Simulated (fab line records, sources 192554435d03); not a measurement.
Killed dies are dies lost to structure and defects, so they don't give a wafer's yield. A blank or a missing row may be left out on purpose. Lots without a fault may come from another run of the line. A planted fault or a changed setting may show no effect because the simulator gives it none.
Chamber matching | flow n5_finfet | N5_PMOS_HMC_CHANNEL_EPI_STRIP_33 on rie_diel-05: 4 sister chambers
The step strips in N2/H2. 8 wafers are shown with their chamber, then 7 later ones without.

WAFERS WITH THEIR CHAMBER
wafer  | chamber | drypump_motor_current_A (A) | showerhead_plenum_p_Torr (Torr)
L080.6 | 0       | 5.8                         | 3.31
L081.1 | 1       | 5.6                         | 3.49
L081.3 | 0       | 5.8                         | 3.31
L085.2 | 2       | 6.0                         | 3.53
L085.3 | 3       | 5.2                         | 3.35
L085.4 | 1       | 5.6                         | 3.48
L090.3 | 2       | 6.0                         | 3.52
L090.4 | 3       | 5.1                         | 3.35

WAFERS WITHOUT THEIR CHAMBER
wafer  | drypump_motor_current_A (A) | showerhead_plenum_p_Torr (Torr)
L090.5 | 6.0                         | 3.52
L092.1 | 5.8                         | 3.29
L092.2 | 5.7                         | 3.48
L092.6 | 5.9                         | 3.30
L095.2 | 5.6                         | 3.47
L095.5 | 5.7                         | 3.47
L095.6 | 6.0                         | 3.52

WHICH CHAMBER EACH WENT THROUGH
wafer  | from the rows above | in truth
L090.5 | 2                   | 2
L092.1 | 0                   | 0
L092.2 | 1                   | 1
L092.6 | 0                   | 0
L095.2 | 1                   | 1
L095.5 | 1                   | 1
L095.6 | 2                   | 2
Placed correctly: 7 of 7. Can't be placed from these rows: 0. Placed wrongly: 0.
How it was worked out, from the rows above alone: a wafer's distance from a chamber is the root of the sum, over the readings, of the square of ((its reading less the chamber's mean) divided by the reading's scatter). The wafer belongs to the nearest chamber; if the next one is less than 2 further off, it can't be placed. A chamber's mean is the mean of its shown wafers. The scatter: the root of (the sum of the squares of (reading less its chamber's mean) over the shown wafers, divided by (wafers less chambers)).
